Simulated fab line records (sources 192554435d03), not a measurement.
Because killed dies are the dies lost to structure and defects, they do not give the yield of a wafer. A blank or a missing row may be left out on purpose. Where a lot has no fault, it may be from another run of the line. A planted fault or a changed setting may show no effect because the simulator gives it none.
One fault seen from 2 desks    flow n5_finfet    numbers are kept per desk, each desk with only its own; the story behind them comes last

## TOOL OWNER'S DESK, euv_scanner-01
The tool's own readings at N5_BEOL_M2_EXPOSE_25 (exposes mask V1, defocus 5 nm): means of the sampled wafers that have a number, for each lot that ran on this tool. The brackets show how far a lot's mean lies from the usual mean; more than 4 standard deviations puts the lot out of limits, marked OUT.
Columns: A = exposure_dose_mJ_cm2 at N5_BEOL_M2_EXPOSE_25, usual 62.97
lot   first seen here  A
L588  day 10 02:10     62.97
L594  day 12 10:29     62.97
This desk's verdict: no lot among the 2 shows anything out of limits.

## THE METROLOGY DESK
What the gauges read, lot by lot, whatever tool the lot ran on: means of the sampled wafers that have a number. The brackets show how far a lot's mean lies from the usual mean; more than 4 standard deviations puts the lot out of limits, marked OUT.
Columns: A = cd_nm at N5_BEOL_M2_CD_MEAS_18, usual 18.1 nm
lot   first seen here  A
L579  day 7 20:10      17.9
L582  day 8 20:28      17.8
L583  day 9 04:45      18.2
L584  day 9 11:35      18.0
L588  day 10 01:59     17.8
L589  day 10 08:14     17.9
L594  day 12 10:17     18.5
This desk's verdict: no lot among the 7 shows anything out of limits.

## BROUGHT TOGETHER
The tool owner's desk saw nothing out of limits.
From the metrology desk's view, nothing was out of limits.

## WHAT THE SIMULATOR HAD INSERTED
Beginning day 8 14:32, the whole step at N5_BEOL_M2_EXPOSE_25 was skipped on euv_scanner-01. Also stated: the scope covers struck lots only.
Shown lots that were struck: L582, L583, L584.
